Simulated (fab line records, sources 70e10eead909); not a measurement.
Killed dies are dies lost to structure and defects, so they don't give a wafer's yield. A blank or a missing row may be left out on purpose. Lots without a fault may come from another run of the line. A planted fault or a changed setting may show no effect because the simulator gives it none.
A struck lot beside a sound one | flow nand_harc | 14 steps out of a route of 1159
Sound: wafers L266.1, L266.2, L266.4. Struck: wafer L267.6. (L267.4 of the same lot was not struck and is left out.) The cause comes at the end.
At each step with rows: each side's tool, then ch and its chambers, then its first start. Under that, the readings that differ: sound wafers | struck wafers | difference of the means | sigmas: that difference in standard deviations of wafers without a fault.
alike: readings whose means differ by less than 2 such deviations, and words and numbers that are the same on both sides. not compared: withheld readings, readings that some wafer has no value for, bounds like >300 that may hide the same value, and numbers for which the record gives no deviation and whose values overlap.
The two part at a step that has a row with sigmas, a row that says differs or no value, or rows on one side only. Numbers that don't overlap but have no deviation are shown without sigmas and don't part them. A reading that every wafer of one side lacks parts them only if that side has two wafers or more.

first, 1 step without rows for these wafers: NHARC_A_STAIRCASE_DESCUM_186 (chemistry O2, time 3 s).
NHARC_A_STAIRCASE_TRIM_187: chemistry O2, time 211.2 s.
  sound on rie_diel-09 ch 2,3, day 13 08:47; struck on rie_diel-09 ch 3, day 13 08:18
  reading                | sound                | struck | difference | sigmas
  throttle_valve_pct (%) | 17.014 17.037 17.023 | 17.046 | +0.021     | +2
  alike: drypump_motor_current_A, mfc_ar_sccm, oes_product_au, rf_vpp_V, showerhead_plenum_p_Torr
  not compared: rf_hours_counter_h
NHARC_A_STAIRCASE_ETCH_188: etches the open film in C4F8/O2, target depth 100 nm, time 40.5 s.
  sound on rie_diel-09 ch 0,2,3; struck on rie_diel-09 ch 3
  alike: oes_product_au, rf_vpp_V
  not compared: rf_hours_counter_h
then, 1 step without rows for these wafers: NHARC_A_STAIRCASE_TRIM_189 (chemistry O2, time 211.2 s).
NHARC_A_STAIRCASE_ETCH_190: etches the open film in C4F8/O2, target depth 100 nm, time 40.5 s.
  sound on rie_diel-09 ch 2,3; struck on rie_diel-09 ch 2
  alike: oes_product_au, rf_vpp_V
  not compared: rf_hours_counter_h
NHARC_A_STAIRCASE_TRIM_191: chemistry O2, time 211.2 s.
  sound on rie_diel-09 ch 0,2,3; struck on rie_diel-09 ch 3
  alike: drypump_motor_current_A, mfc_ar_sccm, oes_product_au, rf_vpp_V, showerhead_plenum_p_Torr, throttle_valve_pct
  not compared: rf_hours_counter_h
then, 2 steps without rows for these wafers: NHARC_A_STAIRCASE_ETCH_192 (etches the open film in C4F8/O2, target depth 100 nm, time 40.5 s); NHARC_A_STAIRCASE_TRIM_193 (chemistry O2, time 211.2 s).
NHARC_A_STAIRCASE_ETCH_194: etches the open film in C4F8/O2, target depth 100 nm, time 40.5 s.
  sound on rie_diel-09 ch 2,3; struck on rie_diel-09 ch 3
  alike: oes_product_au, rf_vpp_V
  not compared: rf_hours_counter_h
then, 2 steps without rows for these wafers: NHARC_A_STAIRCASE_TRIM_196 (chemistry O2, time 211.2 s); NHARC_A_STAIRCASE_ETCH_197 (etches the open film in C4F8/O2, target depth 100 nm, time 40.5 s).
NHARC_A_STAIRCASE_TRIM_198: chemistry O2, time 211.2 s.
  sound on rie_diel-11 ch 0,2,3, day 13 10:33; struck on rie_diel-09 ch 3, day 13 10:02
  reading               | sound             | struck | difference | sigmas
  mfc_ar_sccm (sccm)    | 0 0.012 0         | 0.029  | +0.025     | +2
  oes_product_au (a.u.) | 1.007 1.005 0.996 | 1.203  | +0.200     | +23
  alike: drypump_motor_current_A, rf_vpp_V, showerhead_plenum_p_Torr, throttle_valve_pct
  not compared: rf_hours_counter_h
then, 1 step without rows for these wafers: NHARC_A_STAIRCASE_ETCH_199 (etches the open film in C4F8/O2, target depth 100 nm, time 40.5 s).
-- the record jumps here: 11 days lie between the struck wafers' starts before and after (it left off in module A_STAIRCASE and takes up again in module END, whose first step shown is number 1159 of the route) --
NHARC_END_SORT_01:
  the record has rows for the struck wafers here (prober-02 ch 0, day 24 16:35) and none for the sound ones

WHERE THEY PART
First at NHARC_A_STAIRCASE_TRIM_187; last, within this record, at NHARC_END_SORT_01.

WHY: what the simulator had put in
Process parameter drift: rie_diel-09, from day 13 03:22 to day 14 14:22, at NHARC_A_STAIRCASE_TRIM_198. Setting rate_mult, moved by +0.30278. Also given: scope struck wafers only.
